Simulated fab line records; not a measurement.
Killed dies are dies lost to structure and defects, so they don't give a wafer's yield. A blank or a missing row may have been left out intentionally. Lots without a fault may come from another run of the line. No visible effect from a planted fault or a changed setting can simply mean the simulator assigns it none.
Split-lot trial    flow n5 finfet    7 lots, 21 wafers read, on a route of 1938 steps

## ON THE SPLIT
At N5_BEOL_M4_TRENCH_ETCH_37 (etches SiOC in C4F6/O2, target depth 55.555 nm, time 29.2 s), the setting bias w was moved away from the recipe's 185 W on 9 of the 21 wafers read, by -17.0% to +8.5%. This setting was run at the recipe's value on the other wafers.

Reading taken at the split's own step.

## THE READING
rf vpp V, in V, at N5_BEOL_M4_TRENCH_ETCH_37 (etches SiOC in C4F6/O2, target depth 55.555 nm, time 29.2 s). On this fab line, fault-free wafers typically give 661 V with a standard deviation of 10 V.

wafer   tool, chamber at the split  bias w as run, W  against the recipe  rf vpp V, V  against lot-mates on the recipe
L074.1  rie diel-01, 2              200.8             +8.5%               712          +52
L074.2  rie diel-01, 3              185               recipe              657          -
L074.3  rie diel-01, 0              185               recipe              663          -
L076.1  rie diel-05, 2              185               recipe              664          -
L076.5  rie diel-05, 1              185               recipe              663          -
L076.6  rie diel-05, 2              185               recipe              665          -
L080.2  rie diel-01, 0              185               recipe              663          -
L080.4  rie diel-01, 1              166.9             -9.8%               616          -47
L080.5  rie diel-01, 2              166.9             -9.8%               617          -46
L090.2  rie diel-01, 3              165.1             -10.8%              593          -71
L090.3  rie diel-01, 0              185               recipe              664          -
L090.4  rie diel-01, 3              165.1             -10.8%              593          -71
L089.2  rie diel-05, 0              185               recipe              674          -
L089.4  rie diel-05, 1              185               recipe              661          -
L089.6  rie diel-05, 3              185               recipe              645          -
L092.1  rie diel-01, 2              153.5             -17.0%              576          -86
L092.2  rie diel-01, 0              185               recipe              662          -
L092.6  rie diel-01, 3              153.5             -17.0%              559          -103
L093.2  rie diel-01, 1              168.1             -9.1%               618          -50
L093.3  rie diel-01, 2              168.1             -9.1%               620          -48
L093.6  rie diel-01, 2              185               recipe              668          -

THE FIT
A straight line over all 21 wafers: rf vpp V changes by +5.55 V for each +1% of bias w; r = +0.98; the points scatter about the line by 7.6 V.
The same after taking each lot's own level away (the mean of its wafers on the recipe; 21 wafers): +5.66 V for each +1%; r = +0.98; scatter 7.2 V.
According to that fit, moving bias w by its largest amount changes the reading by 96 V.
Across the lots, their own levels run from 660.0 to 668.0 V, a range of 0.8 times the standard deviation given above.
So the lot-to-lot level changes the slope little: the two slopes agree.
Check: with one of the wafers moved furthest among these (-17.0%) left out of the fit, the line predicts -99 V for it against its lot-mates. It came out at -86 V against them.
Tool readings at the split's step, against how far the setting was moved: rf vpp V r = +0.98.

## ADDITIONAL SPLITS CARRIED BY THESE WAFERS
Other splits were also applied to these wafers ahead of the reading. Each is held against what the fit with the lots' levels taken away leaves over:
other split on the same wafers     wafers away from the commonest value  r with rf vpp V (lot level and that fit taken away)
N5_BEOL_M2_DESCUM_16 time s        3                                     +0.39
N5_BEOL_M3_HM_DEP_02 target thk a  5                                     +0.12

## THE FILE'S OWN FIT
rf vpp V changes by +5.66 V for each +1% of bias w, r = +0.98.
